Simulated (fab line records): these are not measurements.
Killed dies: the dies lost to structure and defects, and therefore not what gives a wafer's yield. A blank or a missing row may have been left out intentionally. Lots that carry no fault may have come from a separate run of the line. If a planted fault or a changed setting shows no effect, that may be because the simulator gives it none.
fab line records -- flow n5-finfet
record lots=7, wafers=39
route steps=1938 shown SD_EPI_N@269 HKMG_FIN@429
start-h: hours from the record's opening day to when the first of the lot's shown wafers began -- wait-h: time in hours since the lot's previous step -- " same as the row above -- L1.1+2: a single row standing in for several wafers -- - either no value or no given start -- * or withheld: withheld -- < > ~ a bound
route shown NAME@n: a module of which the file shows steps, and the number in the route of the first -- usual: mean and standard deviation over wafers with no fault -- same: alike in all rows -- chamber/n: place in a boat -- sites: each site's reading -- _std_site: standard deviation of those values -- _edge_site: mean of outer sites minus mean of inner sites -- radius-mm: for every site, how far away it sits from the centre of the wafer -- mask NAME#n: copy n -- behind: the last tool/chamber to shape the wafer -- hold: the reason the lot was held/the length of the hold in hours/how it ended -- device: transistor that didn't switch, given as n, p or np -- end of line: at the end of the route, the tests of the same wafers -- for a step that has no rows: nothing shown but its recipe -- killed: not the wafer's yield, but the dies lost to structure and defects at the first sort -- map: per-die view of a wafer (x killed, . not killed, _ where there is no die)
set.NAME: the setting the step ran with; set.NAME@STEP: the setting that earlier step ran with -- model.NAME: the simulator's own value behind a step, which no gauge read
lots where settings were altered on purpose, with a table for each step and a row for each wafer
## steps
# step N5_SD_EPI_N_DEVELOP_08
# recipe develop-time-s=30, developer=TMAH, resist=CAR-ArF-block, dev-temp-c=23, rinse-liquid=diw, dry=air-spin
lot.wafer,tool,chamber,start-h,wait-h,set.develop-time-s
L074.1+3+4,litho-track-03,0,-,-,41.4
L074.2+5+6,litho-track-03,0,-,-,30
L075.1+2+3+4+5+6,litho-track-02,0,-,-,30
L077.1+2+3+4+5+6,litho-track-02,0,-,-,30
L078.1+2+5,litho-track-03,0,-,-,30
L078.3+4+6,litho-track-03,0,-,-,22.74
L082.1+4+6,litho-track-02,0,-,-,30
L082.2+3+5,litho-track-02,0,-,-,12.99
L087.1+2+3+4+5+6,litho-track-05,0,-,-,30
L088.2+3+4,litho-track-02,0,-,-,30
# step N5_SD_EPI_N_CD_MEAS_09
# recipe target-cd-nm=120, landing-energy-ev=500, detector=se-inlens
# usual cd-nm=120.2/0.52
lot.wafer,tool,chamber,start-h,wait-h,set.develop-time-s@SD_EPI_N_DEVELOP_08,cd-nm
L074.1,cd-sem-01,0,49.35,-,41.4,121.7
L074.2,cd-sem-01,0,49.35,-,30,120.1
L074.3,cd-sem-01,0,49.35,-,41.4,121.4
L074.4,cd-sem-01,0,49.35,-,41.4,121.2
L074.5,cd-sem-01,0,49.35,-,30,120.0
L074.6,cd-sem-01,0,49.35,-,30,119.5
L075.1,cd-sem-01,0,58.02,-,30,120.7
L075.2,cd-sem-01,0,58.02,-,30,120.5
L075.3,cd-sem-01,0,58.02,-,30,120.6
L075.4,cd-sem-01,0,58.02,-,30,120.2
L075.5,cd-sem-01,0,58.02,-,30,121.3
L075.6,cd-sem-01,0,58.02,-,30,120.0
L077.1,cd-sem-03,0,68.18,-,30,120.7
L077.2,cd-sem-03,0,68.18,-,30,120.8
L077.3,cd-sem-03,0,68.18,-,30,121.2
L077.4,cd-sem-03,0,68.18,-,30,119.8
L077.5,cd-sem-03,0,68.18,-,30,121.1
L077.6,cd-sem-03,0,68.18,-,30,121.3
L078.1,cd-sem-01,0,71.80,-,30,120.1
L078.2,cd-sem-01,0,71.80,-,30,120.3
L078.3,cd-sem-01,0,71.80,-,22.74,118.6
L078.4,cd-sem-01,0,71.80,-,22.74,119.0
L078.5,cd-sem-01,0,71.80,-,30,120.7
L078.6,cd-sem-01,0,71.80,-,22.74,118.8
L082.1,cd-sem-02,0,99.76,-,30,120.1
L082.2,cd-sem-02,0,99.76,-,12.99,116.1
L082.3,cd-sem-02,0,99.76,-,12.99,115.3
L082.4,cd-sem-02,0,99.76,-,30,121.3
L082.5,cd-sem-02,0,99.76,-,12.99,115.6
L082.6,cd-sem-02,0,99.76,-,30,121.2
L087.1,cd-sem-01,0,126.51,-,30,119.9
L087.2,cd-sem-01,0,126.51,-,30,119.3
L087.3,cd-sem-01,0,126.51,-,30,119.8
L087.4,cd-sem-01,0,126.51,-,30,119.9
L087.5,cd-sem-01,0,126.51,-,30,120.2
L087.6,cd-sem-01,0,126.51,-,30,120.1
L088.2,cd-sem-02,0,133.49,-,30,120.5
L088.3,cd-sem-02,0,133.49,-,30,120.7
L088.4,cd-sem-02,0,133.49,-,30,120.2
# step N5_SD_EPI_N_DESCUM_14
# recipe chemistry=O2, time-s=7.9, source-power-w=50, bias-power-w=20, pressure-mtorr=20, rf-frequency-hz=2.712e+07, temp-c=40, resist=CAR-ArF-block, o2-flow-sccm=225
lot.wafer,tool,chamber,start-h,wait-h,set.develop-time-s@SD_EPI_N_DEVELOP_08,model.SD_EPI_N.cd-nm
L074.1,rie-diel-06,1,49.44,0.0,41.4,121.8
L074.2,rie-diel-06,0,49.44,0.0,30,119.8
L074.3,rie-diel-06,3,49.44,0.0,41.4,121.4
L074.4,rie-diel-06,2,49.44,0.0,41.4,121.2
L074.5,rie-diel-06,0,49.44,0.0,30,120
L074.6,rie-diel-06,1,49.44,0.0,30,119.4
L075.1+2+3+4,rie-diel-04,"0,3,2,1",58.22,0.1,30,120.4
L075.5,rie-diel-04,3,58.22,0.1,30,120.8
L075.6,rie-diel-04,2,58.22,0.1,30,120
L077.1,rie-diel-04,0,68.48,0.2,30,120.6
L077.2,rie-diel-04,1,68.48,0.2,30,120.8
L077.3+5+6,rie-diel-04,"2,1,0",68.48,0.2,30,121
L077.4,rie-diel-04,3,68.48,0.2,30,119.6
L078.1,rie-diel-01,2,71.89,0.0,30,120.4
L078.2,rie-diel-01,1,71.89,0.0,30,120.2
L078.3+4,rie-diel-01,"0,3",71.89,0.0,22.74,119
L078.5,rie-diel-01,2,71.89,0.0,30,120.6
L078.6,rie-diel-01,1,71.89,0.0,22.74,119.2
L082.1,rie-diel-01,0,99.85,0.0,30,120
L082.2,rie-diel-01,1,99.85,0.0,12.99,116
L082.3,rie-diel-01,2,99.85,0.0,12.99,115.4
L082.4+6,rie-diel-01,3,99.85,0.0,30,121
L082.5,rie-diel-01,0,99.85,0.0,12.99,115.8
L087.1+5,rie-diel-01,"0,2",127.05,0.5,30,120
L087.2,rie-diel-01,2,127.05,0.5,30,119.4
L087.3,rie-diel-01,3,127.05,0.5,30,119.8
L087.4+6,rie-diel-01,1,127.05,0.5,30,120.2
L088.2+4,rie-diel-01,"0,1",133.58,0.0,30,120.6
L088.3,rie-diel-01,3,133.58,0.0,30,120.2
# step N5_SD_EPI_N_ETCH_34
# recipe chemistry=CF4, target=SiARC, target-depth-a=455, mask-material=CAR-ArF-block, time-s=75.8, ion-energy-ev=80, pressure-mtorr=40, source-w=545, bias-w=36, Ar_flow_sccm=100, cf4-flow-sccm=100, ends=cleared
lot.wafer,tool,chamber,start-h,wait-h,set.develop-time-s@SD_EPI_N_DEVELOP_08,model.SD_EPI_N.cd-nm
L074.1,rie-diel-06,1,49.47,0.0,41.4,121.6
L074.2+5,rie-diel-06,0,49.47,0.0,30,119.8
L074.3,rie-diel-06,3,49.47,0.0,41.4,121.4
L074.4,rie-diel-06,2,49.47,0.0,41.4,121
L074.6,rie-diel-06,1,49.47,0.0,30,119.2
L075.1+2+3+4,rie-diel-04,"0,3,2,1",58.25,0.0,30,120.4
L075.5,rie-diel-04,3,58.25,0.0,30,121
L075.6,rie-diel-04,2,58.25,0.0,30,120
L077.1,rie-diel-04,0,68.52,0.0,30,120.4
L077.2,rie-diel-04,1,68.52,0.0,30,120.6
L077.3+6,rie-diel-04,"2,0",68.52,0.0,30,120.8
L077.4,rie-diel-04,3,68.52,0.0,30,119.6
L077.5,rie-diel-04,1,68.52,0.0,30,121
L078.1,rie-diel-01,2,71.92,0.0,30,120.4
L078.2,rie-diel-01,1,71.92,0.0,30,120
L078.3+4,rie-diel-01,"0,3",71.92,0.0,22.74,119
L078.5,rie-diel-01,2,71.92,0.0,30,120.6
L078.6,rie-diel-01,1,71.92,0.0,22.74,119.2
L082.1,rie-diel-01,0,99.88,0.0,30,120.2
L082.2,rie-diel-01,1,99.88,0.0,12.99,116.2
L082.3,rie-diel-01,2,99.88,0.0,12.99,115.4
L082.4,rie-diel-01,3,99.88,0.0,30,120.8
L082.5,rie-diel-01,0,99.88,0.0,12.99,115.8
L082.6,rie-diel-01,3,99.88,0.0,30,121
L087.1+4+5+6,rie-diel-01,"0,1,2,1",127.09,0.0,30,120.2
L087.2,rie-diel-01,2,127.09,0.0,30,119.4
L087.3,rie-diel-01,3,127.09,0.0,30,119.8
L088.2+4,rie-diel-01,"0,1",133.61,0.0,30,120.8
L088.3,rie-diel-01,3,133.61,0.0,30,120
# step N5_SD_EPI_N_ETCH_35
# recipe chemistry=N2/H2, target=SOC, overetch-a=1080, mask-material=SiARC, temp-c=40, ion-energy-ev=100, source-w=3000, bias-w=133, pressure-mtorr=20, time-s=486, n2-flow-sccm=200, h2-flow-sccm=200
lot.wafer,tool,chamber,start-h,wait-h,set.develop-time-s@SD_EPI_N_DEVELOP_08,model.SD_EPI_N.cd-nm
L074.1,rie-diel-06,1,49.53,0.0,41.4,122.4
L074.2+6,rie-diel-06,"0,1",49.53,0.0,30,120
L074.3,rie-diel-06,3,49.53,0.0,41.4,120.8
L074.4,rie-diel-06,2,49.53,0.0,41.4,121.2
L074.5,rie-diel-06,0,49.53,0.0,30,120.4
L075.1,rie-diel-04,0,58.31,0.0,30,119.4
L075.2,rie-diel-04,3,58.31,0.0,30,120.2
L075.3+5+6,rie-diel-04,"2,3,2",58.31,0.0,30,119.8
L075.4,rie-diel-04,1,58.31,0.0,30,121
L077.1,rie-diel-04,0,68.57,0.0,30,121.8
L077.2,rie-diel-04,1,68.57,0.0,30,121.2
L077.3+5+6,rie-diel-04,"2,1,0",68.57,0.0,30,121.4
L077.4,rie-diel-04,3,68.57,0.0,30,119.6
L078.1,rie-diel-01,2,71.98,0.0,30,122
L078.2,rie-diel-01,1,71.98,0.0,30,121.4
L078.3+6,rie-diel-01,"0,1",71.98,0.0,22.74,119.8
L078.4,rie-diel-01,3,71.98,0.0,22.74,119.6
L078.5,rie-diel-01,2,71.98,0.0,30,121.8
L082.1,rie-diel-01,0,99.94,0.0,30,120.8
L082.2,rie-diel-01,1,99.94,0.0,12.99,117
L082.3,rie-diel-01,2,99.94,0.0,12.99,116.2
L082.4,rie-diel-01,3,99.94,0.0,30,121.2
L082.5,rie-diel-01,0,99.94,0.0,12.99,117.2
L082.6,rie-diel-01,3,99.94,0.0,30,121.8
L087.1,rie-diel-01,0,127.14,0.0,30,121.2
L087.2,rie-diel-01,2,127.14,0.0,30,120.6
L087.3,rie-diel-01,3,127.14,0.0,30,120.4
L087.4,rie-diel-01,1,127.14,0.0,30,121.8
L087.5,rie-diel-01,2,127.14,0.0,30,121.4
L087.6,rie-diel-01,1,127.14,0.0,30,121.6
L088.2,rie-diel-01,0,133.67,0.0,30,122.4
L088.3,rie-diel-01,3,133.67,0.0,30,120.8
L088.4,rie-diel-01,1,133.67,0.0,30,121.4
# step N5_SD_EPI_N_STRIP_36
# recipe chemistry=N2/H2, temp-c=40, n2-flow-sccm=200, h2-flow-sccm=200, rf-frequency-hz=6e+07
# step N5_SD_EPI_N_ETCHBACK_44
# recipe chemistry=CH3F/O2, mode=anisotropic-etchback, target=SiNx, target-depth-a=145, stop-on=SiO2, over-etch-frac=0.3, ion-energy-ev=120, pressure-mtorr=30, source-w=395, bias-w=73, Ar_flow_sccm=150, CH3F_flow_sccm=30, O2_flow_sccm=20
lot.wafer,tool,chamber,start-h,wait-h,set.develop-time-s@SD_EPI_N_DEVELOP_08,model.SD_EPI_N.cd-nm
L074.1,rie-diel-06,1,49.85,0.0,41.4,122.4
L074.2+6,rie-diel-06,"0,1",49.85,0.0,30,120
L074.3,rie-diel-06,3,49.85,0.0,41.4,120.6
L074.4,rie-diel-06,2,49.85,0.0,41.4,121.2
L074.5,rie-diel-06,0,49.85,0.0,30,120.4
L075.1,rie-diel-04,0,58.63,0.0,30,119.6
L075.2,rie-diel-04,3,58.63,0.0,30,120.2
L075.3,rie-diel-04,2,58.63,0.0,30,120
L075.4,rie-diel-04,1,58.63,0.0,30,121
L075.5+6,rie-diel-04,"3,2",58.63,0.0,30,119.8
L077.1,rie-diel-04,0,68.90,0.0,30,122
L077.2,rie-diel-04,1,68.90,0.0,30,121.2
L077.3+5+6,rie-diel-04,"2,1,0",68.90,0.0,30,121.4
L077.4,rie-diel-04,3,68.90,0.0,30,119.6
L078.1,rie-diel-01,2,72.30,0.0,30,122
L078.2,rie-diel-01,1,72.30,0.0,30,121.2
L078.3,rie-diel-01,0,72.30,0.0,22.74,119.8
L078.4+6,rie-diel-01,"3,1",72.30,0.0,22.74,119.6
L078.5,rie-diel-01,2,72.30,0.0,30,121.6
L082.1,rie-diel-01,0,100.26,0.0,30,121
L082.2,rie-diel-01,1,100.26,0.0,12.99,117
L082.3,rie-diel-01,2,100.26,0.0,12.99,116.4
L082.4,rie-diel-01,3,100.26,0.0,30,121.2
L082.5,rie-diel-01,0,100.26,0.0,12.99,117.2
L082.6,rie-diel-01,3,100.26,0.0,30,121.8
L087.1,rie-diel-01,0,127.47,0.0,30,121.2
L087.2,rie-diel-01,2,127.47,0.0,30,120.6
L087.3,rie-diel-01,3,127.47,0.0,30,120.4
L087.4+6,rie-diel-01,1,127.47,0.0,30,121.6
L087.5,rie-diel-01,2,127.47,0.0,30,121.4
L088.2,rie-diel-01,0,133.99,0.0,30,122.2
L088.3,rie-diel-01,3,133.99,0.0,30,120.8
L088.4,rie-diel-01,1,133.99,0.0,30,121.4
# step N5_SD_EPI_N_ETCH_45
# recipe chemistry=CH3F/O2, target=SiOCN, target-depth-a=60, mask-material=SOC, ion-energy-ev=60, bias-w=29, pressure-mtorr=15, source-w=410, Ar_flow_sccm=150, CH3F_flow_sccm=30, O2_flow_sccm=20
lot.wafer,tool,chamber,start-h,wait-h,set.develop-time-s@SD_EPI_N_DEVELOP_08,model.SD_EPI_N.cd-nm
L074.1,rie-diel-06,1,49.95,0.1,41.4,122.4
L074.2+6,rie-diel-06,"0,1",49.95,0.1,30,120
L074.3,rie-diel-06,3,49.95,0.1,41.4,120.8
L074.4,rie-diel-06,2,49.95,0.1,41.4,121.2
L074.5,rie-diel-06,0,49.95,0.1,30,120.2
L075.1,rie-diel-04,0,58.73,0.1,30,119.6
L075.2,rie-diel-04,3,58.73,0.1,30,120.2
L075.3+5+6,rie-diel-04,"2,3,2",58.73,0.1,30,119.8
L075.4,rie-diel-04,1,58.73,0.1,30,121
L077.1,rie-diel-04,0,69.00,0.1,30,122
L077.2,rie-diel-04,1,69.00,0.1,30,121.2
L077.3+5+6,rie-diel-04,"2,1,0",69.00,0.1,30,121.4
L077.4,rie-diel-04,3,69.00,0.1,30,119.6
L078.1,rie-diel-01,2,72.40,0.1,30,122
L078.2,rie-diel-01,1,72.40,0.1,30,121.2
L078.3,rie-diel-01,0,72.40,0.1,22.74,119.8
L078.4+6,rie-diel-01,"3,1",72.40,0.1,22.74,119.6
L078.5,rie-diel-01,2,72.40,0.1,30,121.6
L082.1,rie-diel-01,0,100.36,0.1,30,120.8
L082.2,rie-diel-01,1,100.36,0.1,12.99,116.8
L082.3,rie-diel-01,2,100.36,0.1,12.99,116.4
L082.4,rie-diel-01,3,100.36,0.1,30,121.2
L082.5,rie-diel-01,0,100.36,0.1,12.99,117.2
L082.6,rie-diel-01,3,100.36,0.1,30,122
L087.1,rie-diel-01,0,127.57,0.1,30,121.2
L087.2+3,rie-diel-01,"2,3",127.57,0.1,30,120.6
L087.4+6,rie-diel-01,1,127.57,0.1,30,121.6
L087.5,rie-diel-01,2,127.57,0.1,30,121.4
L088.2,rie-diel-01,0,134.09,0.1,30,122.2
L088.3,rie-diel-01,3,134.09,0.1,30,120.8
L088.4,rie-diel-01,1,134.09,0.1,30,121.2
# step N5_SD_EPI_N_ETCH_16
# recipe chemistry=CHF3/O2, target=SiO2, target-depth-a=50, mask-material=SOC, pressure-mtorr=30, source-w=650, bias-w=170, Ar_flow_sccm=200, CHF3_flow_sccm=50, O2_flow_sccm=5, ion-energy-ev=200
lot.wafer,tool,chamber,start-h,wait-h,set.develop-time-s@SD_EPI_N_DEVELOP_08,model.SD_EPI_N.cd-nm
L074.1,rie-diel-06,1,50.05,0.1,41.4,122.6
L074.2+6,rie-diel-06,"0,1",50.05,0.1,30,120
L074.3,rie-diel-06,3,50.05,0.1,41.4,120.6
L074.4,rie-diel-06,2,50.05,0.1,41.4,121.2
L074.5,rie-diel-06,0,50.05,0.1,30,120.2
L075.1,rie-diel-04,0,58.83,0.1,30,119.6
L075.2,rie-diel-04,3,58.83,0.1,30,120.2
L075.3+5+6,rie-diel-04,"2,3,2",58.83,0.1,30,119.8
L075.4,rie-diel-04,1,58.83,0.1,30,121
L077.1,rie-diel-04,0,69.10,0.1,30,122
L077.2,rie-diel-04,1,69.10,0.1,30,121.2
L077.3+5+6,rie-diel-04,"2,1,0",69.10,0.1,30,121.4
L077.4,rie-diel-04,3,69.10,0.1,30,119.6
L078.1,rie-diel-01,2,72.50,0.1,30,122
L078.2,rie-diel-01,1,72.50,0.1,30,121.2
L078.3,rie-diel-01,0,72.50,0.1,22.74,119.8
L078.4+6,rie-diel-01,"3,1",72.50,0.1,22.74,119.6
L078.5,rie-diel-01,2,72.50,0.1,30,121.6
L082.1,rie-diel-01,0,100.46,0.1,30,120.8
L082.2,rie-diel-01,1,100.46,0.1,12.99,116.8
L082.3,rie-diel-01,2,100.46,0.1,12.99,116.2
L082.4,rie-diel-01,3,100.46,0.1,30,121.2
L082.5,rie-diel-01,0,100.46,0.1,12.99,117.2
L082.6,rie-diel-01,3,100.46,0.1,30,122
L087.1,rie-diel-01,0,127.67,0.1,30,121.2
L087.2+3,rie-diel-01,"2,3",127.67,0.1,30,120.6
L087.4,rie-diel-01,1,127.67,0.1,30,121.8
L087.5+6,rie-diel-01,"2,1",127.67,0.1,30,121.6
L088.2,rie-diel-01,0,134.19,0.1,30,122.2
L088.3,rie-diel-01,3,134.19,0.1,30,120.8
L088.4,rie-diel-01,1,134.19,0.1,30,121.2
# step N5_HKMG_FIN_DEVELOP_11
# recipe develop-time-s=30, developer=TMAH, resist=CAR-ArF, dev-temp-c=23, rinse-liquid=diw, dry=air-spin
lot.wafer,tool,chamber,start-h,wait-h,set.develop-time-s
L074.1+3+5,litho-track-02,0,-,-,30
L074.2+4+6,litho-track-02,0,-,-,46.49
L075.1+5+6,litho-track-05,0,-,-,40.63
L075.2+3+4,litho-track-05,0,-,-,30
L077.1+2+4,litho-track-05,0,-,-,44.94
L077.3+5+6,litho-track-05,0,-,-,30
L078.1+2+3+4+5+6,litho-track-05,0,-,-,30
L082.1+3+6,litho-track-04,0,-,-,14.02
L082.2+4+5,litho-track-04,0,-,-,30
L087.1+2+4,litho-track-04,0,-,-,38.04
L087.3+5+6,litho-track-04,0,-,-,30
L088.2+3+4,litho-track-02,0,-,-,30
# step N5_HKMG_FIN_CD_MEAS_12
# recipe target-cd-nm=92.8, landing-energy-ev=500, detector=se-inlens
# usual cd-nm=92.8/0.47
lot.wafer,tool,chamber,start-h,wait-h,set.develop-time-s@HKMG_FIN_DEVELOP_11,cd-nm
L074.1,cd-sem-01,0,75.03,-,30,92.1
L074.2,cd-sem-01,0,75.03,-,46.49,95.1
L074.3,cd-sem-01,0,75.03,-,30,92.6
L074.4,cd-sem-01,0,75.03,-,46.49,95.6
L074.5,cd-sem-01,0,75.03,-,30,92.6
L074.6,cd-sem-01,0,75.03,-,46.49,94.4
L075.1,cd-sem-02,0,84.71,-,40.63,94.6
L075.2,cd-sem-02,0,84.71,-,30,92.7
L075.3,cd-sem-02,0,84.71,-,30,92.0
L075.4,cd-sem-02,0,84.71,-,30,92.5
L075.5,cd-sem-02,0,84.71,-,40.63,94.0
L075.6,cd-sem-02,0,84.71,-,40.63,94.2
L077.1,cd-sem-03,0,93.68,-,44.94,94.7
L077.2,cd-sem-03,0,93.68,-,44.94,94.8
L077.3,cd-sem-03,0,93.68,-,30,93.2
L077.4,cd-sem-03,0,93.68,-,44.94,95.1
L077.5,cd-sem-03,0,93.68,-,30,93.1
L077.6,cd-sem-03,0,93.68,-,30,93.3
L078.1,cd-sem-03,0,96.46,-,30,92.7
L078.2,cd-sem-03,0,96.46,-,30,92.7
L078.3,cd-sem-03,0,96.46,-,30,92.7
L078.4,cd-sem-03,0,96.46,-,30,92.4
L078.5,cd-sem-03,0,96.46,-,30,91.7
L078.6,cd-sem-03,0,96.46,-,30,91.9
L082.1,cd-sem-02,0,124.84,-,14.02,88.7
L082.2,cd-sem-02,0,124.84,-,30,92.9
L082.3,cd-sem-02,0,124.84,-,14.02,88.5
L082.4,cd-sem-02,0,124.84,-,30,92.8
L082.5,cd-sem-02,0,124.84,-,30,92.7
L082.6,cd-sem-02,0,124.84,-,14.02,89.0
L087.1,cd-sem-01,0,154.06,-,38.04,94.1
L087.2,cd-sem-01,0,154.06,-,38.04,93.9
L087.3,cd-sem-01,0,154.06,-,30,93.8
L087.4,cd-sem-01,0,154.06,-,38.04,94.5
L087.5,cd-sem-01,0,154.06,-,30,93.3
L087.6,cd-sem-01,0,154.06,-,30,93.6
L088.2,cd-sem-01,0,160.27,-,30,93.1
L088.3,cd-sem-01,0,160.27,-,30,92.8
L088.4,cd-sem-01,0,160.27,-,30,92.5
## key
split step=N5_SD_EPI_N_DEVELOP_08, setting=develop-time-s, stated=30, by=wafer
response step=N5_SD_EPI_N_CD_MEAS_09, reading=cd-nm, change=+0.0752, per=1%, r=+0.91
response step=N5_SD_EPI_N_DESCUM_14, reading=model.SD_EPI_N.cd-nm, change=+0.072, per=1%, r=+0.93
response step=N5_SD_EPI_N_ETCH_34, reading=model.SD_EPI_N.cd-nm, change=+0.071, per=1%, r=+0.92
response step=N5_SD_EPI_N_ETCH_35, reading=model.SD_EPI_N.cd-nm, change=+0.0672, per=1%, r=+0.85
response step=N5_SD_EPI_N_ETCHBACK_44, reading=model.SD_EPI_N.cd-nm, change=+0.0664, per=1%, r=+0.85
response step=N5_SD_EPI_N_ETCH_45, reading=model.SD_EPI_N.cd-nm, change=+0.0681, per=1%, r=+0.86
response step=N5_SD_EPI_N_ETCH_16, reading=model.SD_EPI_N.cd-nm, change=+0.0688, per=1%, r=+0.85
split step=N5_HKMG_FIN_DEVELOP_11, setting=develop-time-s, stated=30, by=wafer
response step=N5_HKMG_FIN_CD_MEAS_12, reading=cd-nm, change=+0.0508, per=1%, r=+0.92
